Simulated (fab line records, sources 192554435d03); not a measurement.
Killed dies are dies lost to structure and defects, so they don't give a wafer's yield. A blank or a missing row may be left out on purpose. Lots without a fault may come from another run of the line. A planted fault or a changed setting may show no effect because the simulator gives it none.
Split-lot experiment | flow n5_finfet | 7 lots, 39 wafers read, on a route of 1938 steps

THE SPLIT
At N5_SD_EPI_N_ETCH_45 (etches SiOCN in CH3F/O2, target depth 6 nm), the setting target_depth_a was moved away from the recipe's 60 angstrom on 9 of the 39 wafers read, by -21.6% to +40.1%. The other wafers ran this setting at the recipe's value.

The reading is taken at the split's own step.

THE READING
etch.depth_nm (the simulator's own value, which no gauge read), in nm, at N5_SD_EPI_N_ETCH_45 (etches SiOCN in CH3F/O2, target depth 6 nm). The file gives no usual value for it. The 30 wafers here that ran the recipe average 5.981 nm, standard deviation 0.16 nm.

wafer  | tool, chamber at the split | target_depth_a as run, angstrom | against the recipe | etch.depth_nm, nm | against lot-mates on the recipe
L076.1 | rie_diel-01, 0             | 84.04                           | +40.1%             | 8.203             | +2.229
L076.2 | rie_diel-01, 2             | 60                              | recipe             | 6.023             | -
L076.3 | rie_diel-01, 3             | 84.04                           | +40.1%             | 8.601             | +2.627
L076.4 | rie_diel-01, 1             | 60                              | recipe             | 5.895             | -
L076.5 | rie_diel-01, 1             | 84.04                           | +40.1%             | 8.271             | +2.297
L076.6 | rie_diel-01, 2             | 60                              | recipe             | 6.003             | -
L078.1 | rie_diel-01, 1             | 60                              | recipe             | 5.937             | -
L078.2 | rie_diel-01, 0             | 60                              | recipe             | 5.791             | -
L078.3 | rie_diel-01, 3             | 60                              | recipe             | 6.172             | -
L078.4 | rie_diel-01, 2             | 60                              | recipe             | 6.035             | -
L078.5 | rie_diel-01, 1             | 60                              | recipe             | 5.861             | -
L078.6 | rie_diel-01, 0             | 60                              | recipe             | 5.82              | -
L085.1 | rie_diel-01, 2             | 60                              | recipe             | 5.931             | -
L085.2 | rie_diel-01, 3             | 60                              | recipe             | 6.158             | -
L085.3 | rie_diel-01, 1             | 60                              | recipe             | 5.833             | -
L085.4 | rie_diel-01, 0             | 60                              | recipe             | 5.725             | -
L085.5 | rie_diel-01, 0             | 60                              | recipe             | 5.722             | -
L085.6 | rie_diel-01, 3             | 60                              | recipe             | 6.2               | -
L090.1 | rie_diel-04, 3             | 78.53                           | +30.9%             | 7.632             | +1.660
L090.2 | rie_diel-04, 2             | 78.53                           | +30.9%             | 7.803             | +1.831
L090.3 | rie_diel-04, 1             | 60                              | recipe             | 5.835             | -
L090.4 | rie_diel-04, 0             | 60                              | recipe             | 6.229             | -
L090.5 | rie_diel-04, 1             | 60                              | recipe             | 5.853             | -
L090.6 | rie_diel-04, 0             | 78.53                           | +30.9%             | 8.208             | +2.236
L091.2 | rie_diel-04, 2             | 60                              | recipe             | 5.985             | -
L091.5 | rie_diel-04, 2             | 60                              | recipe             | 6.014             | -
L091.6 | rie_diel-04, 3             | 60                              | recipe             | 5.932             | -
L092.1 | rie_diel-04, 0             | 60                              | recipe             | 6.24              | -
L092.2 | rie_diel-04, 1             | 60                              | recipe             | 5.884             | -
L092.3 | rie_diel-04, 2             | 60                              | recipe             | 5.973             | -
L092.4 | rie_diel-04, 3             | 47.06                           | -21.6%             | 4.643             | -1.389
L092.5 | rie_diel-04, 1             | 47.06                           | -21.6%             | 4.694             | -1.338
L092.6 | rie_diel-04, 0             | 47.06                           | -21.6%             | 4.881             | -1.151
L097.1 | rie_diel-04, 3             | 60                              | recipe             | 5.906             | -
L097.2 | rie_diel-04, 0             | 60                              | recipe             | 6.258             | -
L097.3 | rie_diel-04, 2             | 60                              | recipe             | 6.041             | -
L097.4 | rie_diel-04, 1             | 60                              | recipe             | 5.949             | -
L097.5 | rie_diel-04, 1             | 60                              | recipe             | 5.949             | -
L097.6 | rie_diel-04, 0             | 60                              | recipe             | 6.281             | -

THE FIT
A straight line over all 39 wafers: etch.depth_nm changes by +0.0596 nm for each +1% of target_depth_a; r = +0.98; the points scatter about the line by 0.17 nm.
The same after taking each lot's own level away (the mean of its wafers on the recipe; 39 wafers): +0.0603 nm for each +1%; r = +0.98; scatter 0.16 nm.
On that fit, the largest move of target_depth_a shifts the reading by 2.4 nm.
The lots' own levels span 5.9282 to 6.0640 nm, that is 0.9 times the standard deviation above.
So the lot-to-lot level changes the slope little: the two slopes agree.
Check: with one of the wafers moved furthest among these (+40.1%) left out of the fit, the line predicts +2.46 nm for it against its lot-mates. It came out at +2.23 nm against them.

OTHER SPLITS ON THESE WAFERS
These wafers also went through other splits before the reading. Each is held against what the fit with the lots' levels taken away leaves over:
other split on the same wafers                 | wafers away from the commonest value | r with etch.depth_nm (lot level and that fit taken away)
N5_ZERO_LAYER_PECVD_02 time_s                  | 12                                   | +0.20
N5_PMOS_HMC_CHANNEL_EPI_HM_DEP_34 target_thk_a | 9                                    | +0.24

THE FILE'S OWN FIT
etch.depth_nm changes by +0.0603 nm for each +1% of target_depth_a, r = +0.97.
